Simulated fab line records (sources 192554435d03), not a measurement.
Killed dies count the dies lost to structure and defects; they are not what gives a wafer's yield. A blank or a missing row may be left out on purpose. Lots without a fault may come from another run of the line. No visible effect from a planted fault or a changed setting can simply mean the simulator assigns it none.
What tool caused it? + flow n5Finfet + 7 lots, 19 wafers sampled, at 8 steps of a route of 1938

WHAT EACH GAUGE READ, for each wafer
N5_BEOL_M14_OVL_MEAS_29. Usual: M14_OVL typically reads 3 nm, with standard deviation 6.1.
| lot  | measured     | on         | M14_OVL (nm) | flag |
|------|--------------|------------|--------------|------|
| L554 | day 12 14:25 | overlay-02 | -3 -12 -11   |      |
| L553 | day 13 00:58 | overlay-01 | 0 3 -3       |      |
| L557 | day 14 09:11 | overlay-02 | 3            |      |
| L563 | day 14 22:30 | overlay-02 | 10 7 7       |      |
| L564 | day 15 11:57 | overlay-02 | 4 8 7        |      |
| L566 | day 15 18:26 | overlay-02 | 1 -1 8       |      |
| L568 | day 16 18:00 | overlay-02 | 19 5 9       |      |

N5_BEOL_M14_OCD_MEAS_35. Usual: trenchDepthNm 556 nm, standard deviation 7.7.
| lot  | measured     | on     | trenchDepthNm (nm) | flag |
|------|--------------|--------|--------------------|------|
| L554 | day 12 15:05 | ocd-01 | 563 567 550        |      |
| L553 | day 13 02:11 | ocd-01 | 551 552 565        |      |
| L557 | day 14 10:04 | ocd-02 | 780                | OFF  |
| L563 | day 14 23:10 | ocd-01 | 545 569 554        |      |
| L564 | day 15 12:37 | ocd-01 | 562 558 568        |      |
| L566 | day 15 19:19 | ocd-02 | 541 559 561        |      |
| L568 | day 16 18:40 | ocd-01 | 564 547 562        |      |

N5_BEOL_M14_THK_MEAS_50: measures by xrf. Usual: M14_THK typically reads 571 nm, with standard deviation 8.9.
| lot  | measured     | on           | M14_THK (nm) | flag |
|------|--------------|--------------|--------------|------|
| L554 | day 12 17:20 | filmMetro-02 | 575 578 559  |      |
| L553 | day 13 04:34 | filmMetro-02 | 564 561 572  |      |
| L557 | day 14 11:53 | filmMetro-01 | 810          | OFF  |
| L563 | day 15 01:15 | filmMetro-02 | 558 582 568  |      |
| L564 | day 15 17:21 | filmMetro-01 | 572 570 583  |      |
| L566 | day 15 20:49 | filmMetro-01 | 552 572 568  |      |
| L568 | day 16 21:01 | filmMetro-01 | 578 564 579  |      |

N5_BEOL_M14_RS_MEAS_54: measures by four-point-probe. Usual: M14_RS typically reads 0.0332 ohm/sq, with standard deviation 0.00048.
| lot  | measured     | on           | M14_RS (ohm/sq)      | flag |
|------|--------------|--------------|----------------------|------|
| L554 | day 12 17:29 | filmMetro-01 | 0.0327 0.0325 0.0337 |      |
| L553 | day 13 04:42 | filmMetro-02 | 0.0335 0.0334 0.0327 |      |
| L557 | day 14 12:01 | filmMetro-02 | 0.0235               | OFF  |
| L563 | day 15 01:23 | filmMetro-02 | 0.0340 0.0324 0.0333 |      |
| L564 | day 15 17:28 | filmMetro-01 | 0.0328 0.0330 0.0324 |      |
| L566 | day 15 20:57 | filmMetro-01 | 0.0342 0.0329 0.0328 |      |
| L568 | day 16 21:08 | filmMetro-01 | 0.0327 0.0337 0.0327 |      |

N5_BEOL_M15_RC_MEAS_101. Usual: COMB_M10 1.5e-11 S/m, standard deviation 3.3e-12; COMB_M11 1.5e-11 S/m, standard deviation 3.1e-12; COMB_M12 6.3e-12 S/m, standard deviation 1.5e-12; COMB_M13 4.6e-12 S/m, standard deviation 1.1e-12; COMB_M15 2.4e-12 S/m, standard deviation 8.5e-13; COMB_M5 3.6e-11 S/m, standard deviation 6.3e-12; COMB_M6 2.5e-11 S/m, standard deviation 5.3e-12; COMB_M7 2.6e-11 S/m, standard deviation 4.8e-12; COMB_M8 2.5e-11 S/m, standard deviation 5.5e-12; SERP_M10 3.06 ohm/um, standard deviation 0.06; SERP_M11 3.06 ohm/um, standard deviation 0.072; SERP_M12 0.639 ohm/um, standard deviation 0.013; SERP_M13 0.310 ohm/um, standard deviation 0.0053; SERP_M14 0.1604 ohm/um, standard deviation 0.0028; SERP_M14_max_site 0.1621 ohm/um, standard deviation 0.0028; SERP_M5 38.8 ohm/um, standard deviation 1.5; SERP_M6 13.6 ohm/um, standard deviation 0.43; SERP_M7 13.8 ohm/um, standard deviation 0.5; SERP_M8 14.0 ohm/um, standard deviation 0.42.
| lot  | measured     | on        | COMB_M10 (S/m)          | COMB_M11 (S/m)          | COMB_M12 (S/m)          | COMB_M13 (S/m)          | COMB_M15 (S/m)          | COMB_M5 (S/m)           | COMB_M6 (S/m)           | COMB_M7 (S/m)           | COMB_M8 (S/m)           | SERP_M10 (ohm/um) | SERP_M11 (ohm/um) | SERP_M12 (ohm/um) | SERP_M13 (ohm/um) | SERP_M14 (ohm/um)    | SERP_M14_max_site (ohm/um) | SERP_M5 (ohm/um) | SERP_M6 (ohm/um) | SERP_M7 (ohm/um) | SERP_M8 (ohm/um) | flag |
|------|--------------|-----------|-------------------------|-------------------------|-------------------------|-------------------------|-------------------------|-------------------------|-------------------------|-------------------------|-------------------------|-------------------|-------------------|-------------------|-------------------|----------------------|----------------------------|------------------|------------------|------------------|------------------|------|
| L554 | day 12 23:16 | prober-02 | 1e-11 1.1e-11 1.3e-11   | 1.7e-11 1.3e-11 1.3e-11 | 4.6e-12 4.8e-12 4.9e-12 | 3.4e-12 5e-12 3.8e-12   | 1.9e-12 1.8e-12 1.7e-12 | 4.3e-11 3.8e-11 4.2e-11 | 3.7e-11 3.3e-11 2.7e-11 | 2.8e-11 2.5e-11 3e-11   | 3.9e-11 3e-11 2.5e-11   | 3.08 2.99 3.01    | 3.13 3.12 3.23    | 0.637 0.649 0.624 | 0.307 0.317 0.312 | 0.1567 0.1571 0.1615 | 0.1593 0.1583 0.1635       | 37.8 37.6 36.7   | 13.3 13.7 13.6   | 14.1 14.1 14.8   | 13.3 14.1 13.5   |      |
| L553 | day 13 09:44 | prober-01 | 1.5e-11 1.6e-11 1.6e-11 | 1.4e-11 1.2e-11 1.6e-11 | 6.4e-12 7.7e-12 5.2e-12 | 4.9e-12 5.4e-12 4e-12   | 2.7e-12 3.6e-12 3.6e-12 | 2.9e-11 3.3e-11 3.5e-11 | 2.6e-11 1.6e-11 3.4e-11 | 3.8e-11 1.9e-11 2.9e-11 | 1.9e-11 2.4e-11 2.1e-11 | 2.96 3.02 2.92    | 3.10 3.12 3.08    | 0.652 0.637 0.627 | 0.299 0.311 0.308 | 0.1629 0.1594 0.1559 | 0.1647 0.1609 0.1574       | 44.9 40.3 41.6   | 13.4 13.6 13.7   | 14.2 14.0 14.4   | 14.4 13.6 14.4   |      |
| L557 | day 14 21:13 | prober-02 | 1.3e-11                 | 1.1e-11                 | 4.3e-12                 | 3.4e-12                 | 2e-12                   | 3.6e-11                 | 2.4e-11                 | 2.3e-11                 | 3.5e-11                 | 3.13              | 3.15              | 0.641             | 0.310             | 0.1133               | 0.1143                     | 39.5             | 14.6             | 14.0             | 13.9             | OFF  |
| L563 | day 15 09:14 | prober-02 | 1.2e-11 1e-11 1.1e-11   | 1.2e-11 1.4e-11 1.2e-11 | 5.1e-12 5.6e-12 3.9e-12 | 4.5e-12 4.6e-12 4e-12   | 1e-12 1.2e-12 1.6e-12   | 3.2e-11 2.6e-11 3.4e-11 | 2.3e-11 1.9e-11 2.1e-11 | 2.8e-11 2.2e-11 3.2e-11 | 3.1e-11 3.4e-11 2.8e-11 | 3.05 3.14 3.06    | 3.12 3.06 3.14    | 0.635 0.651 0.644 | 0.303 0.313 0.315 | 0.1652 0.1579 0.1598 | 0.1667 0.1588 0.1629       | 37.8 38.3 38.7   | 13.5 13.6 13.5   | 13.8 13.7 13.5   | 14.7 14.0 14.2   |      |
| L564 | day 16 00:20 | prober-02 | 1.7e-11 1e-11 1.2e-11   | 1.5e-11 1e-11 1.3e-11   | 5.2e-12 5.8e-12 5.6e-12 | 3.3e-12 4.9e-12 6.2e-12 | 2.2e-12 2.3e-12 3e-12   | 4.2e-11 3.3e-11 2.8e-11 | 2.7e-11 1.8e-11 3e-11   | 3.3e-11 2.6e-11 2.7e-11 | 2.1e-11 2e-11 2e-11     | 3.05 3.02 3.03    | 2.90 2.92 3.14    | 0.636 0.655 0.654 | 0.311 0.302 0.310 | 0.1585 0.1587 0.1565 | 0.1609 0.1603 0.1574       | 39.9 40.3 39.6   | 14.0 13.9 13.4   | 14.0 13.5 13.4   | 14.3 14.3 13.5   |      |
| L566 | day 16 07:15 | prober-01 | 1.3e-11 1.1e-11 1.3e-11 | 1.3e-11 1.5e-11 1.4e-11 | 6.3e-12 8.4e-12 6.6e-12 | 4.5e-12 4.2e-12 7.2e-12 | 4.1e-12 3.9e-12 4e-12   | 3.6e-11 4.5e-11 3.8e-11 | 2.6e-11 1.9e-11 1.8e-11 | 2.6e-11 2.5e-11 3.1e-11 | 1.8e-11 2.3e-11 1.7e-11 | 3.10 3.08 3.13    | 2.98 3.20 3.02    | 0.634 0.645 0.649 | 0.299 0.310 0.314 | 0.1643 0.1576 0.1579 | 0.1658 0.1596 0.1601       | 37.3 40.7 40.0   | 12.6 13.1 13.4   | 13.1 13.3 13.9   | 14.2 14.4 14.2   |      |
| L568 | day 17 03:29 | prober-01 | 1.9e-11 1.2e-11 1.9e-11 | 2.2e-11 1.1e-11 1.9e-11 | 5.7e-12 7.8e-12 7.5e-12 | 6e-12 6.1e-12 5e-12     | 3.3e-12 2.9e-12 2.3e-12 | 2.7e-11 2.9e-11 3.2e-11 | 3.5e-11 2.4e-11 2.4e-11 | 2.9e-11 2.3e-11 2.6e-11 | 3.5e-11 3.5e-11 1.9e-11 | 3.10 3.20 3.15    | 3.11 3.07 3.02    | 0.640 0.643 0.629 | 0.314 0.305 0.312 | 0.1578 0.1644 0.1571 | 0.1590 0.1669 0.1594       | 37.6 38.6 37.9   | 13.5 13.8 13.4   | 13.3 13.3 14.1   | 13.2 14.0 13.9   |      |

WHICH TOOL RAN EACH LOT (tool, then ch and the chambers of the sampled wafers, then the start)
| lot  | N5_BEOL_M14_ETCH_59               | N5_BEOL_M14_ETCH_67               | N5_BEOL_M14_TRENCH_ETCH_34        |
|------|-----------------------------------|-----------------------------------|-----------------------------------|
| L554 | rieDiel-03 ch 1,2,3, day 12 13:40 | rieDiel-01 ch 1,2,3, day 12 14:31 | rieDiel-01 ch 1,2,3, day 12 14:56 |
| L553 | rieDiel-03 ch 0,1,2, day 13 00:13 | rieDiel-01 ch 0,2,3, day 13 01:37 | rieDiel-01 ch 0,2,3, day 13 02:02 |
| L557 | rieDiel-03 ch 0, day 14 08:20     | rieDiel-01 ch 0, day 14 09:33     | rieDiel-01 ch 0, day 14 09:57     |
| L563 | rieDiel-06 ch 0,1,2, day 14 21:37 | rieDiel-03 ch 0,1,3, day 14 22:36 | rieDiel-03 ch 0,1,3, day 14 23:01 |
| L564 | rieDiel-06 ch 0,1,3, day 15 11:10 | rieDiel-03 ch 0,2,3, day 15 12:03 | rieDiel-03 ch 0,2,3, day 15 12:28 |
| L566 | rieDiel-06 ch 0,2,3, day 15 17:33 | rieDiel-06 ch 1,2,3, day 15 18:44 | rieDiel-06 ch 1,2,3, day 15 19:10 |
| L568 | rieDiel-06 ch 1,3, day 16 17:14   | rieDiel-06 ch 1,2,3, day 16 18:05 | rieDiel-06 ch 1,2,3, day 16 18:31 |
- N5_BEOL_M14_ETCH_59: etches BARC in N2/H2, target depth 89 nm, overetch 26.7 nm, time 67.9 s.
- N5_BEOL_M14_ETCH_67: etches SiARC in CF4, target depth 143 nm, time 238.3 s.
- N5_BEOL_M14_TRENCH_ETCH_34: etches SiO2 in C4F8/O2/Ar, target depth 556.65 nm, time 126.9 s.

WHAT THE TOOLS THEMSELVES READ (means of the sampled wafers that have a number; where no wafer has one, the mark that the record gives instead)
N5_BEOL_M14_ETCH_59. Usual: drypumpMotorCurrentA 5.7 A, standard deviation 0.36; oesProductAu 0.69 a.u., standard deviation 0.071; rfVppV 524.5 V, standard deviation 2.6; showerheadPlenumPTorr 2.56 Torr, standard deviation 0.086; throttleValvePct 17.90 %, standard deviation 0.28.
| lot  | tool       | drypumpMotorCurrentA (A) | oesProductAu (a.u.) | rfVppV (V) | showerheadPlenumPTorr (Torr) | throttleValvePct (%) | flag |
|------|------------|--------------------------|---------------------|------------|------------------------------|----------------------|------|
| L554 | rieDiel-03 | 5.5                      | 0.65                | 524.6      | 2.57                         | 17.87                |      |
| L553 | rieDiel-03 | 5.8                      | 0.74                | 526.7      | 2.64                         | 17.80                |      |
| L557 | rieDiel-03 | 6.0                      | 0.80                | 525.7      | 2.60                         | 17.90                |      |
| L563 | rieDiel-06 | 6.2                      | 0.63                | 523.3      | 2.49                         | 18.17                |      |
| L564 | rieDiel-06 | 5.7                      | 0.64                | 522.8      | 2.50                         | 18.02                |      |
| L566 | rieDiel-06 | 6.0                      | 0.63                | 524.1      | 2.52                         | 18.04                |      |
| L568 | rieDiel-06 | 5.6                      | 0.65                | 520.6      | 2.47                         | 18.12                |      |

N5_BEOL_M14_ETCH_67. Usual: cf4FlowSccm 100.0 sccm, standard deviation 0.3; drypumpMotorCurrentA 5.8 A, standard deviation 0.4; etchRfOnTimeS 237 s, standard deviation 3.1; oesProductAu 0.68 a.u., standard deviation 0.065; rfVppV 184.0 V, standard deviation 1.2; showerheadPlenumPTorr 2.14 Torr, standard deviation 0.063; throttleValvePct 15.66 %, standard deviation 0.3.
| lot  | tool       | cf4FlowSccm (sccm) | drypumpMotorCurrentA (A) | etchRfOnTimeS (s) | oesProductAu (a.u.) | rfVppV (V) | showerheadPlenumPTorr (Torr) | throttleValvePct (%) | flag |
|------|------------|--------------------|--------------------------|-------------------|---------------------|------------|------------------------------|----------------------|------|
| L554 | rieDiel-01 | 100.1              | 5.8                      | 237               | 0.66                | 184.0      | 2.15                         | 15.46                |      |
| L553 | rieDiel-01 | 100.0              | 5.8                      | 238               | 0.68                | 184.1      | 2.13                         | 15.67                |      |
| L557 | rieDiel-01 | 99.9               | 5.4                      | 237               | 0.70                | 183.7      | 2.09                         | 15.91                |      |
| L563 | rieDiel-03 | 99.9               | 5.6                      | 235               | 0.77                | 185.3      | 2.24                         | 15.46                |      |
| L564 | rieDiel-03 | 100.2              | 5.5                      | 238               | 0.74                | 184.9      | 2.23                         | 15.63                |      |
| L566 | rieDiel-06 | 100.0              | 6.0                      | 239               | 0.64                | 184.3      | 2.11                         | 15.90                |      |
| L568 | rieDiel-06 | 100.1              | 6.0                      | 238               | 0.64                | 183.5      | 2.10                         | 15.90                |      |

N5_BEOL_M14_TRENCH_ETCH_34. Usual: C4F8_flow_sccm 16.00 sccm, standard deviation 0.043; drypumpMotorCurrentA 5.8 A, standard deviation 0.4; oesProductAu 0.79 a.u., standard deviation 0.076; rfVppV 2226 V, standard deviation 13; showerheadPlenumPTorr 3.43 Torr, standard deviation 0.099; throttleValvePct 31.0 %, standard deviation 0.36.
| lot  | tool       | C4F8_flow_sccm (sccm) | drypumpMotorCurrentA (A) | oesProductAu (a.u.) | rfVppV (V) | showerheadPlenumPTorr (Torr) | throttleValvePct (%) | flag |
|------|------------|-----------------------|--------------------------|---------------------|------------|------------------------------|----------------------|------|
| L554 | rieDiel-01 | 15.97                 | 5.8                      | 0.78                | 2228       | 3.44                         | 30.7                 |      |
| L553 | rieDiel-01 | 16.00                 | 5.8                      | 0.79                | 2232       | 3.41                         | 31.0                 |      |
| L557 | rieDiel-01 | 16.06                 | 5.5                      | 0.81                | 2228       | 3.35                         | 31.4                 |      |
| L563 | rieDiel-03 | 15.98                 | 5.6                      | 0.90                | 2233       | 3.59                         | 30.9                 |      |
| L564 | rieDiel-03 | 16.03                 | 5.6                      | 0.87                | 2240       | 3.57                         | 31.0                 |      |
| L566 | rieDiel-06 | 16.02                 | 6.0                      | 0.75                | 2225       | 3.39                         | 31.2                 |      |
| L568 | rieDiel-06 | 16.04                 | 6.1                      | 0.74                | 2225       | 3.38                         | 31.2                 |      |

THE ANSWER, worked out from the rows above alone
Rule: a lot is off if the mean of its wafers that have a number lies more than 3 standard deviations from the usual mean. A lot without any number at a reading at which 4 lots or more have one is off too. Any other lot the step has rows for is counted as sound. The gauges are gone through in route order, then the tools' own readings, and for those a lot's mean is taken as printed above. At the first step where some lot is off, the reading lying furthest off is the one used; lots without a number count as furthest.
Off: L557, at N5_BEOL_M14_OCD_MEAS_35 (trenchDepthNm).
A tool fits if, at a process step before that reading, it ran every lot that is off, and no sound lot after the first of them. The gauges at N5_BEOL_M14_OCD_MEAS_35 aren't tried: what is off there is off at N5_BEOL_M14_THK_MEAS_50 too, on other tools, and a gauge's error can't cause that. Can't be told from this: 2 tools fit, rieDiel-03 at N5_BEOL_M14_ETCH_59, rieDiel-01 at N5_BEOL_M14_ETCH_67 and N5_BEOL_M14_TRENCH_ETCH_34.

WHAT THE SIMULATOR PUT IN
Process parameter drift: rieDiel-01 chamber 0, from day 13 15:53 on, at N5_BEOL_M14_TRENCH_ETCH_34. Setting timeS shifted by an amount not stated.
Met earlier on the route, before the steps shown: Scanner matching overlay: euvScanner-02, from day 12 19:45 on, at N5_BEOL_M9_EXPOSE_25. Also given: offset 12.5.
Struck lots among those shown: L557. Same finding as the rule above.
